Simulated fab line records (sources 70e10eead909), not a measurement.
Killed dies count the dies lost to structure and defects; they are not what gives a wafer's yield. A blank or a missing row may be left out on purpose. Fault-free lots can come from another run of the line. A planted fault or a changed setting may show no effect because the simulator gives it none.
Chamber matching ; flow nand_harc ; rie_diel-11 running NHARC_P_GATE_DESCUM_93: 4 sister chambers
The step chemistry O2, time 3 s. 18 wafers are shown with their chamber, then 9 later ones without.

## WAFERS PAIRED WITH THEIR CHAMBERS
wafer;chamber;drypump_motor_current_A (A);chamber_pressure_mTorr (mTorr);rf_vpp_V (V)
L075.1;0;5.1;59.99;57.0
L075.3;3;6.0;59.99;55.1
L075.6;0;5.1;60.04;56.9
L076.1;3;6.1;59.88;57.5
L076.4;0;5.2;59.98;57.0
L076.5;0;5.1;60.02;57.3
L078.1;1;5.0;59.96;57.6
L078.2;2;5.9;60.02;57.9
L078.6;2;5.9;60.11;59.0
L079.1;3;6.0;60.01;55.8
L079.4;1;4.9;59.98;58.2
L079.6;3;6.1;59.98;58.6
L090.1;0;5.1;59.95;58.7
L090.4;1;4.9;59.92;56.5
L090.6;3;6.1;60.14;58.3
L091.1;1;4.9;59.96;58.0
L091.2;0;5.1;60.06;56.9
L091.4;3;6.1;59.91;57.8

SIGNATURES (averages over the wafers above)
reading;chamber 0;chamber 1;chamber 2;chamber 3;scatter within a chamber
drypump_motor_current_A;5.117;4.925;5.900;6.067;0.0456
chamber_pressure_mTorr;60.0067;59.9550;60.0650;59.9850;0.063
rf_vpp_V;57.300;57.575;58.450;57.183;1.03
Rule: for each reading, subtract the chamber's mean from the wafer's reading, divide by that reading's scatter and square the result; add these up over the readings and take the root, which gives the wafer's distance from the chamber. The wafer belongs to the nearest chamber; if the next one is less than 2 further off, it can't be placed. How the scatter is found: for the shown wafers, subtract from each reading the mean of its chamber, square and add these, divide the total by (wafers less chambers), then take the root.

## WAFERS MISSING THEIR CHAMBER
wafer;drypump_motor_current_A (A);chamber_pressure_mTorr (mTorr);rf_vpp_V (V)
L092.2;5.1;59.98;58.4
L092.4;5.0;60.00;57.2
L092.6;5.9;60.04;57.4
L093.1;5.9;59.96;57.1
L093.2;5.1;59.95;57.0
L093.5;6.0;59.99;58.3
L097.2;5.9;59.91;58.7
L097.4;5.1;59.92;56.9
L097.6;5.1;60.05;58.4

## EACH ONE'S CHAMBER
wafer;from the rows above;in truth
L092.2;0;0
L092.4;can't be placed: 1 or 0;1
L092.6;2;2
L093.1;can't be placed: 2 or 3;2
L093.2;0;0
L093.5;can't be placed: 3 or 2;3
L097.2;can't be placed: 2 or 3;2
L097.4;0;0
L097.6;0;0
Correctly placed: 5 of 9. From these rows, 4 cannot be placed; in 4 the true chamber is one of the candidates. Wrongly placed: 0.
